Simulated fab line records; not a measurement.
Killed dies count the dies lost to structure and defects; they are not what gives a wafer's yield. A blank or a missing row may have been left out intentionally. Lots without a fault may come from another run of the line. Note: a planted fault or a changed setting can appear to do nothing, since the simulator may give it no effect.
Split-lot trial -- flow n5_finfet -- 21 wafers read across 7 lots, on a route 1938 steps long

ON THE SPLIT
At N5_BEOL_M8_DEP_56 (deposits SiCN from 3MS/NH3, target thk 10 nm, time 17.5 s), the setting time_s was moved away from the recipe's 17.5 s on 9 of the 21 wafers read, by -14.9% to +11.3%. All remaining wafers had this setting at the recipe value.

The reading comes from the split's own step.

THE READING
SiCN_of_BEOL_M8_DEP_56.thk_nm (the simulator's own value, which no gauge read), in nm, at N5_BEOL_M8_DEP_56 (deposits SiCN from 3MS/NH3, target thk 10 nm, time 17.5 s). The file does not state a usual value for it. The 12 wafers here that ran the recipe average 10.0 nm, standard deviation 0.23 nm.

wafer,"tool, chamber at the split","time_s as run, s",against the recipe,"SiCN_of_BEOL_M8_DEP_56.thk_nm, nm",against lot-mates on the recipe
L074.3,"pecvd-01, 0",18.88,+7.9%,10.6,+0.6
L074.4,"pecvd-01, 1",18.88,+7.9%,10.8,+0.8
L074.6,"pecvd-01, 0",17.5,recipe,10,-
L076.2,"pecvd-01, 2",17.5,recipe,10,-
L076.3,"pecvd-01, 0",14.89,-14.9%,8.6,-1.4
L076.6,"pecvd-01, 0",14.89,-14.9%,8.8,-1.2
L077.2,"pecvd-01, 1",17.5,recipe,10,-
L077.3,"pecvd-01, 2",16.77,-4.2%,9.8,-0.3
L077.4,"pecvd-01, 2",17.5,recipe,10.2,-
L078.1,"pecvd-03, 0,1",17.5,recipe,10.4,-
L078.2,"pecvd-03, 0,1",17.5,recipe,10.4,-
L078.5,"pecvd-03, 2",16.48,-5.8%,9.6,-0.8
L079.1,"pecvd-04, 2",17.5,recipe,9.6,-
L079.3,"pecvd-04, 0",17.5,recipe,10.2,-
L079.5,"pecvd-04, 1",19.47,+11.3%,11.4,+1.5
L096.1,"pecvd-01, 1,0",15.66,-10.5%,8.8,-1.0
L096.6,"pecvd-01, 1,0",15.66,-10.5%,8.8,-1.0
L096.3,"pecvd-01, 2",17.5,recipe,9.8,-
L097.1,"pecvd-04, 0",17.5,recipe,10,-
L097.2,"pecvd-04, 2",17.5,recipe,9.8,-
L097.6,"pecvd-04, 1",17.5,recipe,10.2,-
When a row names more than one chamber, that row covers several wafers, and the file does not tell which wafer ran in which chamber.

FIT RESULTS
A straight line over all 21 wafers: SiCN_of_BEOL_M8_DEP_56.thk_nm changes by +0.0989 nm for each +1% of time_s; r = +0.95; the points scatter about the line by 0.22 nm.
The same after taking each lot's own level away (the mean of its wafers on the recipe; 21 wafers): +0.0975 nm for each +1%; r = +0.97; scatter 0.18 nm.
The reading moves by 1.5 nm for the largest change in time_s, on that fit.
From 9.80 to 10.40 nm: that is the span of the lots' own levels, equal to 2.6 times the standard deviation above.
Hence the lot-to-lot level has little effect on the slope; both slopes agree.
Check: for one of the wafers moved furthest among these (-14.9%), held out of the fit, the line's prediction against its lot-mates is -1.44 nm. Against them it came out at -1.4 nm.

THE OTHER SPLITS THESE WAFERS WENT THROUGH
Before the reading, these wafers also passed through other splits. Each is held against what the fit with the lots' levels taken away leaves over:
other split on the same wafers,wafers away from the commonest value,r with SiCN_of_BEOL_M8_DEP_56.thk_nm (lot level and that fit taken away)
N5_BEOL_M7_ALD_77 ald_cycles,7,-0.05
N5_BEOL_M8_COAT_22 spin_rpm,6,+0.10
N5_BEOL_M8_ETCH_65 cf4_flow_sccm,3,+0.35

THE FILE'S OWN FIT
SiCN_of_BEOL_M8_DEP_56.thk_nm changes by +0.102 nm for each +1% of time_s, r = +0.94.
